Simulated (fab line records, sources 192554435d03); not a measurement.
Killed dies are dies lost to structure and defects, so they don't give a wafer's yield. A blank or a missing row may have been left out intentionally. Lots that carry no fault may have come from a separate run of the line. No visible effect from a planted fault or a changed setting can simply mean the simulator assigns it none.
Struck lot and sound lot, side by side	flow n5_finfet	16 steps out of a route of 1938
Sound: the wafers L919.2, L919.5, L919.6. Struck: wafer L927.6. (L927.2, L927.5 of the same lot were not struck and are left out.) The cause comes at the end.
Each step with rows lists, per side, the tool, then ch with its chambers, then its first start. Under that, the readings that differ: sound wafers	struck wafers	difference of the means	sigmas: that difference in standard deviations of wafers without a fault.
alike: readings with means less than 2 such deviations apart, plus words and numbers identical on both sides. not compared: withheld readings, readings lacking a value on some wafer, bounds such as >300 that could conceal the same value, and numbers that have no deviation in the record and whose values overlap.
Wherever a step has rows on one side only, a row that says differs or no value, or a row with sigmas, the two part there. Non-overlapping numbers with no deviation appear without sigmas and do not part them. A reading that every wafer of one side lacks parts them only if that side has two wafers or more.

first, 2 steps without rows for these wafers: N5_BEOL_M1_DESCUM_33 (chemistry O2, time 7 s); N5_BEOL_M1_ETCH_77 (etches underlayer in N2/H2, target depth 6.5 nm, time 5.2 s).
N5_BEOL_M1_ETCH_69: etches SiARC in CF4, target depth 15.6 nm, time 26 s.
  sound on rie_diel-03 ch 0,3, day 6 08:47; struck on rie_diel-02 ch 1, day 8 09:26
reading	sound	struck	difference	sigmas
throttle_valve_pct (%)	15.61 15.63 16.12	15.27	-0.52	-2
  alike: drypump_motor_current_A, etch_rf_on_time_s, oes_product_au, rf_vpp_V, showerhead_plenum_p_Torr
  not compared: rf_hours_counter_h
N5_BEOL_M1_ALD_98: deposits SiO2, target thk 2.5 nm, pulse time 1 s, co reactant pulse time 1 s.
  sound on ald_sin-01 ch 0,1,3, day 6 08:52; struck on ald_sin-01 ch 1, day 8 09:31
  alike: chamber_pressure_Torr, heater_power_w, precursor_pulse_height_rel, susceptor_temp_C
then, 1 step without rows for these wafers: N5_BEOL_M1_ETCHBACK_99 (etches SiO2 in CHF3, target depth 5 nm, time 10.4 s).
N5_BEOL_M1_ETCH_70: etches SOC in N2/H2, target depth 80 nm, overetch 16 nm, time 120 s.
  sound on rie_diel-05 ch 0,1, day 6 09:22; struck on rie_diel-02 ch 0, day 8 16:41
  alike: drypump_motor_current_A, oes_product_au, rf_vpp_V, showerhead_plenum_p_Torr, throttle_valve_pct
  not compared: rf_hours_counter_h
then, 2 steps without rows for these wafers: N5_BEOL_M1_STRIP_71 (strips in N2/H2); N5_BEOL_M1_STRIP_78 (strips in N2/H2).
N5_BEOL_M1_VIA_ETCH_34: etches the open film in C4F6/O2, target depth 67.8 nm, time 64.4 s.
  sound on rie_diel-05 ch 0,1, day 6 09:28; struck on rie_diel-02 ch 0, day 8 16:47
  alike: drypump_motor_current_A, oes_product_au, rf_vpp_V, showerhead_plenum_p_Torr, throttle_valve_pct
  not compared: rf_hours_counter_h
then, 2 steps without rows for these wafers: N5_BEOL_M1_STRIP_83 (strips in C4F6/O2); N5_BEOL_M1_STRIP_36 (strips in N2/H2).
N5_BEOL_M1_TRENCH_ETCH_37: etches SiOC in C4F6/O2, target depth 55.207 nm, time 29 s.
  sound on rie_diel-05 ch 0,1; struck on rie_diel-02 ch 0
  alike: drypump_motor_current_A, oes_product_au, rf_vpp_V, showerhead_plenum_p_Torr, throttle_valve_pct
  not compared: rf_hours_counter_h
N5_BEOL_M1_ETCH_41: etches SiCN in CH3F/O2, target depth 31.9 nm, time 57.8 s.
  sound on rie_diel-05 ch 0,1, day 6 09:36; struck on rie_diel-02 ch 0, day 8 16:55
reading	sound	struck	difference	sigmas
oes_product_au (a.u.)	0.71 0.76 0.71	0.92	+0.19	+2
model.etch.depth_nm (nm)	21.82 21.61 21.91	32.32	+10.54	
  alike: drypump_motor_current_A, rf_vpp_V, showerhead_plenum_p_Torr, throttle_valve_pct
  not compared: rf_hours_counter_h
then, 1 step without rows for these wafers: N5_BEOL_M1_STRIP_97 (strips in N2/H2, time 10 s).
N5_BEOL_M4_RC_MEAS_101:
  sound on prober-01 ch 0, day 7 20:23; struck on prober-02 ch 0, day 10 14:57
  alike: DIBL_N, DIBL_P, IOFF_N, IOFF_P, ION_N, ION_P, SS_N, SS_P, VT_N, VT_P
-- a jump in the record: the struck wafers' starts before and after are 5 days apart (it breaks off in module BEOL_M4 and resumes in module PASSIVATION, where the first step shown is number 1936 of the route) --
N5_PASSIVATION_PROBE_49:
  sound: prober-01 at day 12 07:43; struck: prober-02 at day 15 03:17
  alike: defect_limited_yield, killed_at_M0_to_M3, killed_at_M4_up, killed_at_contacts, killed_at_front_end, killed_at_other, killed_dies, killed_open, killed_short, sort_bin_4_leakage, sort_bin_5_function, sort_bin_6_memory, sort_bin_8_speed, sort_n_pass, sort_yield_pct

## WHERE THEY PART
Earliest at N5_BEOL_M1_ETCH_69; latest, in this record, at N5_BEOL_M1_ETCH_41. Later steps at which nothing parts them and some readings are alike: N5_BEOL_M4_RC_MEAS_101, N5_PASSIVATION_PROBE_49.

WHY: whatever the simulator had introduced
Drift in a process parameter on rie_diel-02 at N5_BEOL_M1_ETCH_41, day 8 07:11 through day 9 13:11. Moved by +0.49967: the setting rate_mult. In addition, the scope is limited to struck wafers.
